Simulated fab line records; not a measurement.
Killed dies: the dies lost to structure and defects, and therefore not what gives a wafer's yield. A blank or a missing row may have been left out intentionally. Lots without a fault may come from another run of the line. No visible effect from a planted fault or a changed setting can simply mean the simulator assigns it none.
fab line records    flow n5_finfet
record: lots: 24  wafers: 72  last_day: 18
route steps=1938 shown BEOL_M14@1727 BEOL_M15@1783
lots untouched by any fault: they come from a run of this same line in which no faults occurred
start_h: hours from the record's first day to the start of the lot's first wafer shown    wait_h: time in hours since the lot's previous step    " unchanged from the row above    L1.1+2: a single row standing in for several wafers    - no value, or no start given    * or withheld: withheld    < > ~ a bound
route shown NAME@n: NAME is a module with steps in the file, n the number in the route of the first one    usual: average and standard deviation across the fault-free wafers    same: alike in all rows    chamber/n: place in a boat    sites: per-site readings    _std_site: how widely they spread, as a standard deviation    _edge_site: mean of outer sites minus mean of inner sites    radius_mm: for every site, how far away it sits from the centre of the wafer    mask NAME#n: copy n    behind: the last tool/chamber to shape the wafer    hold: reason for holding the lot/hours on hold/outcome of the hold    device: which transistor (n, p or np) failed to switch    end of line: tests run on the same wafers once the route is complete    a step without rows: its recipe alone    killed: count of dies lost to structure and defects at first sort (not the wafer's yield)    map: a wafer's dies, marking killed ones x, the rest . and places with no die _
set.NAME: the setting that was run; set.NAME@STEP: the one run at that earlier step    model.NAME: the simulator's own value behind a step, which no gauge read
one table for each step of the route and one row for each wafer, over a sample of lots
services: the hour from which a tool's chamber was out of use, counted from the record's first day as start_h (under 0 if before that day), plus the number of hours and why
== steps ==
step: N5_BEOL_M14_OVL_MEAS_11
recipe: points_per_wafer: 44
usual: V13_OVL: -4/5
lot.wafer  tool        chamber  start_h  wait_h  V13_OVL[nm]
L074.2     overlay-01  0        261.69   0.0     3
L074.3     "           0        "        "       -2
L074.6     "           0        "        "       0
L076.2     overlay-02  0        267.84   0.0     3
L076.4     "           0        "        "       5
L076.6     "           0        "        "       0
L075.3     overlay-01  0        276.32   0.0     -5
L075.4     "           0        "        "       -6
L075.6     "           0        "        "       -8
L077.2     overlay-02  0        276.59   0.0     -6
L077.4     "           0        "        "       -2
L077.6     "           0        "        "       0
L078.3     overlay-02  0        277.08   0.0     -8
L078.4     "           0        "        "       -18
L078.5     "           0        "        "       -11
L079.1     overlay-01  0        290.41   0.0     -9
L079.3     "           0        "        "       -11
L079.5     "           0        "        "       -14
L080.3     overlay-01  0        296.10   0.0     1
L080.4     "           0        "        "       2
L080.5     "           0        "        "       3
L083.1     overlay-02  0        304.31   0.0     0
L083.3     "           0        "        "       -6
L083.6     "           0        "        "       3
L081.2     overlay-02  0        305.28   0.0     3
L081.5     "           0        "        "       -4
L081.6     "           0        "        "       1
L082.2     overlay-01  0        308.77   0.0     4
L082.3     "           0        "        "       -1
L082.6     "           0        "        "       0
L086.3     overlay-01  0        315.09   0.0     -10
L086.4     "           0        "        "       -9
L086.5     "           0        "        "       -12
L084.4     overlay-01  0        315.47   0.0     -2
L084.5     "           0        "        "       -4
L084.6     "           0        "        "       -7
L087.3     overlay-02  0        334.87   0.0     -6
L087.5     "           0        "        "       -3
L087.6     "           0        "        "       0
L088.2     overlay-01  0        341.08   0.0     -5
L088.3     "           0        "        "       -2
L088.6     "           0        "        "       -5
L089.1     overlay-02  0        343.50   0.0     -10
L089.4     "           0        "        "       -2
L089.6     "           0        "        "       -6
L085.4     overlay-02  0        344.56   0.0     -2
L085.5     "           0        "        "       4
L085.6     "           0        "        "       -3
L090.1     overlay-01  0        346.14   0.0     -11
L090.3     "           0        "        "       -10
L090.4     "           0        "        "       -11
L091.2     overlay-02  0        350.16   0.0     -2
L091.3     "           0        "        "       -4
L091.6     "           0        "        "       -10
L092.3     overlay-02  0        363.62   0.0     -11
L092.5     "           0        "        "       -6
L092.6     "           0        "        "       -3
L094.1     overlay-01  0        379.53   0.0     -3
L094.2     "           0        "        "       0
L094.4     "           0        "        "       -2
L093.1     overlay-01  0        379.82   0.0     1
L093.3     "           0        "        "       -8
L093.5     "           0        "        "       -8
L097.4     overlay-01  0        389.79   0.0     -5
L097.5     "           0        "        "       -4
L097.6     "           0        "        "       -3
L095.2     overlay-01  0        391.80   0.0     5
L095.4     "           0        "        "       0
L095.6     "           0        "        "       3
L096.2     overlay-02  0        401.84   0.0     -2
L096.3     "           0        "        "       3
L096.5     "           0        "        "       -2
step: N5_BEOL_M14_CD_MEAS_28
recipe: target_cd_nm: 284.4  landing_energy_ev: 500  detector: se_inlens
usual: cd_nm: 284.0/1.4
lot.wafer  tool       chamber  start_h  wait_h  cd_nm
L074.2     cd_sem-02  0        262.64   -       286.0
L074.3     "          0        "        "       284.3
L074.6     "          0        "        "       283.9
L076.2     cd_sem-01  0        268.78   -       283.2
L076.4     "          0        "        "       282.2
L076.6     "          0        "        "       284.9
L075.3     cd_sem-02  0        277.28   -       282.4
L075.4     "          0        "        "       282.3
L075.6     "          0        "        "       283.3
L077.2     cd_sem-01  0        277.54   -       286.1
L077.4     "          0        "        "       286.0
L077.6     "          0        "        "       285.5
L078.3     cd_sem-02  0        277.90   -       283.0
L078.4     "          0        "        "       284.5
L078.5     "          0        "        "       283.3
L079.1     cd_sem-03  0        291.35   -       281.4
L079.3     "          0        "        "       283.9
L079.5     "          0        "        "       285.0
L080.3     cd_sem-01  0        297.23   -       285.6
L080.4     "          0        "        "       284.5
L080.5     "          0        "        "       284.6
L083.1     cd_sem-01  0        305.29   -       285.0
L083.3     "          0        "        "       283.8
L083.6     "          0        "        "       283.7
L081.2     cd_sem-01  0        306.10   -       283.9
L081.5     "          0        "        "       286.9
L081.6     "          0        "        "       285.7
L082.2     cd_sem-03  0        309.71   -       284.2
L082.3     "          0        "        "       285.3
L082.6     "          0        "        "       284.2
L086.3     cd_sem-01  0        315.91   -       282.1
L086.4     "          0        "        "       283.7
L086.5     "          0        "        "       283.2
L084.4     cd_sem-03  0        316.32   -       282.3
L084.5     "          0        "        "       282.1
L084.6     "          0        "        "       282.7
L087.3     cd_sem-02  0        335.70   -       280.1
L087.5     "          0        "        "       281.3
L087.6     "          0        "        "       281.7
L088.2     cd_sem-02  0        342.19   -       285.1
L088.3     "          0        "        "       283.7
L088.6     "          0        "        "       284.8
L089.1     cd_sem-03  0        344.52   -       285.4
L089.4     "          0        "        "       285.5
L089.6     "          0        "        "       285.5
L085.4     cd_sem-01  0        345.51   -       285.3
L085.5     "          0        "        "       285.6
L085.6     "          0        "        "       283.6
L090.1     cd_sem-03  0        346.96   -       283.3
L090.3     "          0        "        "       282.8
L090.4     "          0        "        "       283.9
L091.2     cd_sem-03  0        351.11   -       282.9
L091.3     "          0        "        "       283.6
L091.6     "          0        "        "       282.7
L092.3     cd_sem-01  0        364.44   -       284.2
L092.5     "          0        "        "       283.6
L092.6     "          0        "        "       281.3
L094.1     cd_sem-02  0        380.52   -       285.2
L094.2     "          0        "        "       284.1
L094.4     "          0        "        "       284.0
L093.1     cd_sem-03  0        380.76   -       283.4
L093.3     "          0        "        "       283.0
L093.5     "          0        "        "       285.1
L097.4     cd_sem-03  0        390.74   -       283.0
L097.5     "          0        "        "       283.0
L097.6     "          0        "        "       283.0
L095.2     cd_sem-03  0        392.65   -       283.2
L095.4     "          0        "        "       284.1
L095.6     "          0        "        "       284.5
L096.2     cd_sem-01  0        402.86   -       286.1
L096.3     "          0        "        "       285.5
L096.5     "          0        "        "       285.7
step: N5_BEOL_M14_ETCH_38
recipe: chemistry: CF4/N2  target: SiCN  target_depth_a: 1065  taper_deg: 2  time_s: 120.6  ion_energy_ev: 150  mask_material: SiO2  pressure_mtorr: 40  source_w: 430  bias_w: 70  Ar_flow_sccm: 100  cf4_flow_sccm: 60  n2_flow_sccm: 60
usual: drypump_motor_current_A: 5.7/0.5  oes_product_au: 0.81/0.099  rf_vpp_V: 382.0/1.8  showerhead_plenum_p_Torr: 2.20/0.068  throttle_valve_pct: 15.55/0.21
lot.wafer  tool         chamber  start_h  wait_h  drypump_motor_current_A  oes_product_au  rf_hours_counter_h  rf_vpp_V  showerhead_plenum_p_Torr  throttle_valve_pct
L074.2     rie_diel-02  0        -        -       5.9                      0.92            32                  382.4     2.16                      15.40
L074.3     "            2        "        "       6.7                      0.96            8                   384.3     2.26                      15.37
L074.6     "            2        "        "       6.7                      0.96            -                   382.6     2.26                      15.37
L076.2     rie_diel-01  0        -        -       6.3                      0.70            231                 382.2     2.18                      15.81
L076.4     "            1        "        "       5.2                      0.75            172                 380.1     2.11                      15.84
L076.6     "            0        "        "       6.3                      0.70            -                   383.1     2.18                      15.80
L075.3     rie_diel-01  1        -        -       5.2                      0.74            175                 379.5     2.11                      15.84
L075.4     "            2        "        "       5.1                      0.71            212                 383.4     2.19                      15.58
L075.6     "            3        "        "       5.8                      0.73            -                   384.1     2.28                      15.73
L077.2     rie_diel-02  2        -        -       6.7                      0.94            14                  383.2     2.25                      15.37
L077.4     "            0        "        "       5.9                      0.91            36                  380.8     2.15                      15.40
L077.6     "            3        "        "       5.4                      0.91            -                   384.5     2.25                      15.30
L078.3     rie_diel-02  2        -        -       6.7                      0.94            15                  382.7     2.25                      15.36
L078.4     "            0        "        "       5.9                      0.91            37                  381.1     2.15                      15.42
L078.5     "            3        "        "       5.4                      0.91            -                   384.1     2.25                      15.30
L079.1     rie_diel-01  0        -        -       6.3                      0.69            236                 382.0     2.18                      15.82
L079.3     "            3        "        "       5.8                      0.72            213                 384.0     2.28                      15.74
L079.5     "            2        "        "       5.1                      0.70            -                   381.1     2.19                      15.59
L080.3     rie_diel-01  3        -        -       5.7                      0.72            216                 385.4     2.28                      15.74
L080.4     "            2        "        "       5.1                      0.70            218                 381.8     2.19                      15.60
L080.5     "            3        "        "       5.7                      0.72            -                   384.0     2.28                      15.74
L083.1     rie_diel-02  2        -        -       6.8                      0.92            23                  383.3     2.25                      15.39
L083.3     "            0        "        "       5.9                      0.90            45                  381.1     2.15                      15.42
L083.6     "            0        "        "       5.9                      0.89            -                   382.5     2.15                      15.42
L081.2     rie_diel-01  2        -        -       5.1                      0.70            221                 380.0     2.19                      15.62
L081.5     "            0        "        "       6.3                      0.69            -                   380.5     2.17                      15.84
L081.6     "            3        "        "       5.7                      0.72            -                   383.5     2.28                      15.74
L082.2     rie_diel-01  2        -        -       5.1                      0.71            223                 381.2     2.19                      15.61
L082.3     "            0        "        "       6.4                      0.69            245                 381.3     2.17                      15.83
L082.6     "            2        "        "       5.1                      0.70            -                   381.6     2.19                      15.61
L086.3     rie_diel-02  3        -        -       5.4                      0.89            39                  382.7     2.24                      15.32
L086.4     "            1        "        "       5.8                      0.78            128                 384.1     2.31                      15.72
L086.5     "            0        "        "       5.8                      0.90            -                   380.2     2.15                      15.44
L084.4     rie_diel-05  0        -        -       5.6                      0.94            16                  380.1     2.17                      15.28
L084.5     "            2        "        "       5.1                      0.69            -                   377.5     2.09                      15.32
L084.6     "            3        "        "       5.9                      0.68            -                   377.9     2.10                      15.58
L087.3     rie_diel-05  1        -        -       5.2                      0.79            125                 380.0     2.12                      15.44
L087.5     "            3        "        "       5.9                      0.67            -                   379.9     2.09                      15.60
L087.6     "            0        "        "       5.7                      0.92            -                   380.3     2.17                      15.30
L088.2     rie_diel-01  1        -        -       5.2                      0.72            199                 379.5     2.11                      15.89
L088.3     "            3        "        "       5.7                      0.71            231                 382.4     2.27                      15.78
L088.6     "            2        "        "       5.1                      0.69            -                   382.5     2.18                      15.65
L089.1     rie_diel-02  3        -        -       5.4                      0.88            48                  383.8     2.24                      15.34
L089.4     "            1        "        "       5.8                      0.78            138                 384.1     2.30                      15.73
L089.6     "            0        "        "       5.9                      0.88            -                   381.9     2.15                      15.45
L085.4     rie_diel-02  1        -        -       5.8                      0.77            138                 385.0     2.30                      15.74
L085.5     "            1        "        "       5.8                      0.76            -                   383.6     2.30                      15.72
L085.6     "            2        "        "       6.7                      0.90            -                   383.0     2.25                      15.43
L090.1     rie_diel-01  0        -        -       6.3                      1.02            0                   380.9     2.17                      15.37
L090.3     "            3        "        "       5.7                      0.71            233                 384.1     2.27                      15.78
L090.4     "            1        "        "       5.2                      0.72            202                 380.9     2.11                      15.90
L091.2     rie_diel-02  2        -        -       6.8                      0.90            38                  383.0     2.25                      15.42
L091.3     "            3        "        "       5.4                      0.86            50                  384.4     2.24                      15.35
L091.6     "            1        "        "       5.8                      0.76            -                   384.8     2.30                      15.74
L092.3     rie_diel-02  0        -        -       5.9                      0.86            65                  378.2     2.15                      15.45
L092.5     "            3        "        "       5.4                      0.86            -                   381.8     2.24                      15.34
L092.6     "            2        "        "       6.7                      0.90            -                   382.3     2.24                      15.43
L094.1     rie_diel-01  0        -        -       6.3                      0.96            11                  381.9     2.17                      15.38
L094.2     "            1        "        "       5.2                      0.71            212                 379.4     2.10                      15.92
L094.4     "            3        "        "       5.7                      0.69            244                 383.6     2.27                      15.78
L093.1     rie_diel-05  1        -        -       5.2                      0.78            141                 378.6     2.11                      15.48
L093.3     "            0        "        "       5.7                      0.90            -                   380.4     2.16                      15.34
L093.5     "            0        "        "       5.7                      0.90            -                   380.5     2.16                      15.34
L097.4     rie_diel-05  0        -        -       5.6                      0.89            -                   382.5     2.16                      15.37
L097.5     "            1        "        "       5.2                      0.77            -                   381.6     2.11                      15.48
L097.6     "            3        "        "       5.9                      0.98            -                   385.0     2.36                      15.14
L095.2     rie_diel-02  3        -        -       5.4                      0.85            66                  383.1     2.23                      15.37
L095.4     "            3        "        "       5.4                      0.84            -                   383.2     2.23                      15.38
L095.6     "            1        "        "       5.8                      0.75            -                   384.4     2.30                      15.75
L096.2     rie_diel-01  2        -        -       5.1                      0.99            3                   380.9     2.18                      15.17
L096.3     "            1        "        "       5.2                      0.71            222                 378.8     2.10                      15.93
L096.5     "            0        "        "       6.3                      0.93            -                   382.5     2.16                      15.41
step: N5_BEOL_M14_SPUTTER_43
recipe: material: TaN  target_thk_a: 150  temp_c: 50  bias_v: 168.6  power_w: 15000  chamber_pressure_pa: 0.12  time_s: 24.19
usual: cathode_dc_power_W: 15000/2.6  throttle_valve_pct: 30.6/1.1
lot.wafer  tool            chamber  start_h  wait_h  cathode_dc_power_W  throttle_valve_pct
L074.2     pvd_sputter-01  -        268.61   0.0     15002               29.1
L074.3     "               -        "        "       14999               29.9
L074.6     "               -        "        "       14999               31.7
L076.2     pvd_sputter-01  -        275.20   0.0     15000               30.0
L076.4     "               -        "        "       14998               29.4
L076.6     "               -        "        "       15000               31.8
L075.3     pvd_sputter-02  -        283.02   0.0     15000               31.9
L075.4     "               -        "        "       14996               30.4
L075.6     "               -        "        "       15003               30.1
L077.2     pvd_sputter-03  -        284.56   0.0     15004               30.8
L077.4     "               -        "        "       15002               31.4
L077.6     "               -        "        "       14996               29.4
L078.3     pvd_sputter-03  -        287.44   0.0     14999               29.6
L078.4     "               -        "        "       15000               28.1
L078.5     "               -        "        "       15000               30.6
L079.1     pvd_sputter-01  -        293.77   0.0     15000               29.4
L079.3     "               -        "        "       14999               30.1
L079.5     "               -        "        "       14999               30.1
L080.3     pvd_sputter-02  -        301.67   0.0     15003               30.4
L080.4     "               -        "        "       15000               31.8
L080.5     "               -        "        "       15002               31.5
L083.1     pvd_sputter-01  -        308.24   0.0     15002               29.1
L083.3     "               -        "        "       15000               30.0
L083.6     "               -        "        "       15000               29.8
L081.2     pvd_sputter-02  -        308.80   0.0     15002               30.1
L081.5     "               -        "        "       14996               30.2
L081.6     "               -        "        "       15002               31.8
L082.2     pvd_sputter-02  -        312.92   0.0     15001               30.2
L082.3     "               -        "        "       15001               30.2
L082.6     "               -        "        "       15003               30.0
L086.3     pvd_sputter-02  -        317.78   0.0     14999               31.4
L086.4     "               -        "        "       15001               32.2
L086.5     "               -        "        "       14999               30.4
L084.4     pvd_sputter-03  -        318.38   0.0     15001               30.5
L084.5     "               -        "        "       14997               29.5
L084.6     "               -        "        "       14999               31.6
L087.3     pvd_sputter-02  -        340.31   0.0     15004               31.6
L087.5     "               -        "        "       14999               32.0
L087.6     "               -        "        "       15000               31.5
L088.2     pvd_sputter-02  -        343.81   0.0     14996               30.3
L088.3     "               -        "        "       14999               31.5
L088.6     "               -        "        "       15004               31.6
L089.1     pvd_sputter-02  -        347.09   0.0     15001               31.5
L089.4     "               -        "        "       15001               32.1
L089.6     "               -        "        "       14998               30.2
L085.4     pvd_sputter-01  -        348.31   0.0     14998               29.7
L085.5     "               -        "        "       15003               29.2
L085.6     "               -        "        "       14999               31.5
L090.1     pvd_sputter-02  -        348.81   0.0     15000               31.8
L090.3     "               -        "        "       14997               32.0
L090.4     "               -        "        "       15004               30.0
L091.2     pvd_sputter-02  -        352.33   0.0     14999               31.7
L091.3     "               -        "        "       14998               32.0
L091.6     "               -        "        "       14997               30.4
L092.3     pvd_sputter-02  -        365.89   0.0     15001               31.9
L092.5     "               -        "        "       14997               30.0
L092.6     "               -        "        "       15000               31.8
L094.1     pvd_sputter-03  -        382.35   0.0     15001               28.0
L094.2     "               -        "        "       15000               30.5
L094.4     "               -        "        "       15000               31.3
L093.1     pvd_sputter-02  -        382.41   0.0     15001               30.2
L093.3     "               -        "        "       14995               31.6
L093.5     "               -        "        "       15002               31.7
L097.4     pvd_sputter-03  -        395.47   0.0     14998               28.1
L097.5     "               -        "        "       14999               28.3
L097.6     "               -        "        "       14999               30.5
L095.2     pvd_sputter-01  -        395.62   0.0     14996               29.3
L095.4     "               -        "        "       15001               31.8
L095.6     "               -        "        "       15003               29.3
L096.2     pvd_sputter-02  -        404.26   0.0     14999               30.1
L096.3     "               -        "        "       14997               31.6
L096.5     "               -        "        "       15003               31.8
step: N5_BEOL_M14_ANNEAL_48
recipe: temp_c: 225  time_s: 90  ambient: N2
usual: wafer_temp_C_max: 225.91/0.3
lot.wafer  tool           chamber  start_h  wait_h  wafer_temp_C_max
L074.2     rtp_anneal-02  0        269.12   0.2     226.02
L074.3     "              0        "        "       225.75
L074.6     "              0        "        "       226.11
L076.2     rtp_anneal-01  0        275.91   0.4     226.15
L076.4     "              0        "        "       226.40
L076.6     "              0        "        "       225.65
L075.3     rtp_anneal-02  0        283.57   0.2     225.37
L075.4     "              0        "        "       225.45
L075.6     "              0        "        "       225.73
L077.2     rtp_anneal-01  0        285.07   0.2     225.99
L077.4     "              0        "        "       226.24
L077.6     "              0        "        "       225.75
L078.3     rtp_anneal-01  0        288.26   0.4     226.41
L078.4     "              0        "        "       226.25
L078.5     "              0        "        "       226.41
L079.1     rtp_anneal-01  0        294.23   0.1     225.68
L079.3     "              0        "        "       226.28
L079.5     "              0        "        "       225.92
L080.3     rtp_anneal-01  0        302.22   0.2     226.03
L080.4     "              0        "        "       225.74
L080.5     "              0        "        "       226.39
L083.1     rtp_anneal-02  0        308.71   0.1     225.67
L083.3     "              0        "        "       226.00
L083.6     "              0        "        "       226.24
L081.2     rtp_anneal-02  0        309.56   0.4     225.57
L081.5     "              0        "        "       225.71
L081.6     "              0        "        "       225.72
L082.2     rtp_anneal-02  0        313.43   0.2     225.70
L082.3     "              0        "        "       225.90
L082.6     "              0        "        "       225.55
L086.3     rtp_anneal-01  0        318.55   0.4     226.11
L086.4     "              0        "        "       226.40
L086.5     "              0        "        "       226.22
L084.4     rtp_anneal-02  0        318.98   0.2     226.05
L084.5     "              0        "        "       225.60
L084.6     "              0        "        "       225.93
L087.3     rtp_anneal-01  0        340.87   0.2     226.28
L087.5     "              0        "        "       226.17
L087.6     "              0        "        "       226.08
L088.2     rtp_anneal-02  0        344.32   0.2     225.72
L088.3     "              0        "        "       225.96
L088.6     "              0        "        "       225.81
L089.1     rtp_anneal-01  0        347.55   0.1     226.10
L089.4     "              0        "        "       226.09
L089.6     "              0        "        "       225.70
L085.4     rtp_anneal-02  0        348.91   0.2     225.40
L085.5     "              0        "        "       225.47
L085.6     "              0        "        "       225.95
L090.1     rtp_anneal-02  0        349.32   0.2     225.35
L090.3     "              0        "        "       225.69
L090.4     "              0        "        "       225.11
L091.2     rtp_anneal-02  0        352.84   0.2     225.62
L091.3     "              0        "        "       225.89
L091.6     "              0        "        "       225.88
L092.3     rtp_anneal-02  0        366.45   0.2     225.71
L092.5     "              0        "        "       225.86
L092.6     "              0        "        "       225.45
L094.1     rtp_anneal-01  0        382.81   0.1     226.53
L094.2     "              0        "        "       226.12
L094.4     "              0        "        "       226.11
L093.1     rtp_anneal-02  0        382.88   0.1     225.75
L093.3     "              0        "        "       225.60
L093.5     "              0        "        "       225.59
L097.4     rtp_anneal-01  0        396.44   0.6     225.89
L097.5     "              0        "        "       225.69
L097.6     "              0        "        "       226.18
L095.2     rtp_anneal-02  0        396.64   0.7     225.81
L095.4     "              0        "        "       225.41
L095.6     "              0        "        "       225.75
L096.2     rtp_anneal-01  0        404.78   0.2     226.49
L096.3     "              0        "        "       226.04
L096.5     "              0        "        "       225.95
step: N5_BEOL_M15_CD_MEAS_10
recipe: target_cd_nm: 360  landing_energy_ev: 500  detector: se_inlens  polarity: opening
usual: cd_nm: 359.8/1.2
lot.wafer  tool       chamber  start_h  wait_h  cd_nm
L074.2     cd_sem-02  0        270.55   -       358.4
L074.3     "          0        "        "       358.0
L074.6     "          0        "        "       358.4
L076.2     cd_sem-03  0        277.21   -       360.3
L076.4     "          0        "        "       362.3
L076.6     "          0        "        "       362.1
L075.3     cd_sem-01  0        284.82   -       360.8
L075.4     "          0        "        "       359.7
L075.6     "          0        "        "       361.8
L077.2     cd_sem-02  0        286.49   -       360.1
L077.4     "          0        "        "       360.9
L077.6     "          0        "        "       360.0
L078.3     cd_sem-03  0        289.63   -       360.9
L078.4     "          0        "        "       359.8
L078.5     "          0        "        "       359.6
L079.1     cd_sem-01  0        295.57   -       361.3
L079.3     "          0        "        "       361.8
L079.5     "          0        "        "       359.4
L080.3     cd_sem-02  0        303.71   -       359.8
L080.4     "          0        "        "       359.8
L080.5     "          0        "        "       360.4
L083.1     cd_sem-02  0        310.15   -       359.2
L083.3     "          0        "        "       360.6
L083.6     "          0        "        "       361.7
L081.2     cd_sem-02  0        310.98   -       356.7
L081.5     "          0        "        "       356.5
L081.6     "          0        "        "       357.5
L082.2     cd_sem-02  0        314.72   -       358.9
L082.3     "          0        "        "       359.4
L082.6     "          0        "        "       357.2
L086.3     cd_sem-01  0        319.80   -       359.9
L086.4     "          0        "        "       359.2
L086.5     "          0        "        "       359.9
L084.4     cd_sem-03  0        320.33   -       359.7
L084.5     "          0        "        "       358.8
L084.6     "          0        "        "       360.6
L087.3     cd_sem-02  0        342.25   -       359.2
L087.5     "          0        "        "       359.2
L087.6     "          0        "        "       358.8
L088.2     cd_sem-02  0        345.62   -       361.6
L088.3     "          0        "        "       362.2
L088.6     "          0        "        "       361.7
L089.1     cd_sem-02  0        348.92   -       359.2
L089.4     "          0        "        "       360.1
L089.6     "          0        "        "       359.7
L085.4     cd_sem-03  0        350.26   -       360.4
L085.5     "          0        "        "       359.9
L085.6     "          0        "        "       360.1
L090.1     cd_sem-03  0        350.67   -       360.0
L090.3     "          0        "        "       360.4
L090.4     "          0        "        "       360.6
L091.2     cd_sem-02  0        354.13   -       360.5
L091.3     "          0        "        "       359.9
L091.6     "          0        "        "       360.1
L092.3     cd_sem-01  0        367.82   -       359.1
L092.5     "          0        "        "       359.3
L092.6     "          0        "        "       358.9
L094.1     cd_sem-02  0        384.28   -       360.0
L094.2     "          0        "        "       360.0
L094.4     "          0        "        "       359.9
L093.1     cd_sem-03  0        384.44   -       359.2
L093.3     "          0        "        "       359.3
L093.5     "          0        "        "       358.5
L097.4     cd_sem-01  0        397.90   -       359.0
L097.5     "          0        "        "       360.7
L097.6     "          0        "        "       360.8
L095.2     cd_sem-01  0        397.98   -       359.9
L095.4     "          0        "        "       359.3
L095.6     "          0        "        "       359.1
L096.2     cd_sem-02  0        406.21   -       358.3
L096.3     "          0        "        "       358.7
L096.5     "          0        "        "       359.2
== services ==
tool            chamber  start_h  hours  kind
rie_diel-05     0        251.31   -      clean
rie_diel-05     0        251.31   -      consumable_replace:focus_ring
rie_diel-05     0        251.31   19.1   scheduled_down
rie_diel-05     0        251.31   19.1   vent_cycle
rtp_anneal-02   -        259.79   3.4    pm
rie_diel-01     3        303.84   3.5    repair
rie_diel-01     0        328.81   -      clean
rie_diel-01     0        328.81   -      consumable_replace:focus_ring
rie_diel-01     0        328.81   18.1   scheduled_down
rie_diel-01     0        328.81   18.1   vent_cycle
pvd_sputter-01  -        365.49   7.0    repair
pvd_sputter-02  -        366.55   13.9   repair
rie_diel-05     3        373.42   -      clean
rie_diel-01     2        383.82   -      clean
rie_diel-01     2        383.82   -      consumable_replace:focus_ring
rie_diel-01     2        383.82   14.9   scheduled_down
rie_diel-01     2        383.82   14.9   vent_cycle
rie_diel-02     0        387.93   20.3   repair
rie_diel-02     -        396.06   0.3    repair
rie_diel-01     3        398.76   -      clean
rie_diel-01     3        398.76   -      consumable_replace:focus_ring
rie_diel-01     3        398.76   15.5   scheduled_down
rie_diel-01     3        398.76   15.5   vent_cycle
rie_diel-02     3        404.05   1.5    repair
== key ==
fault none
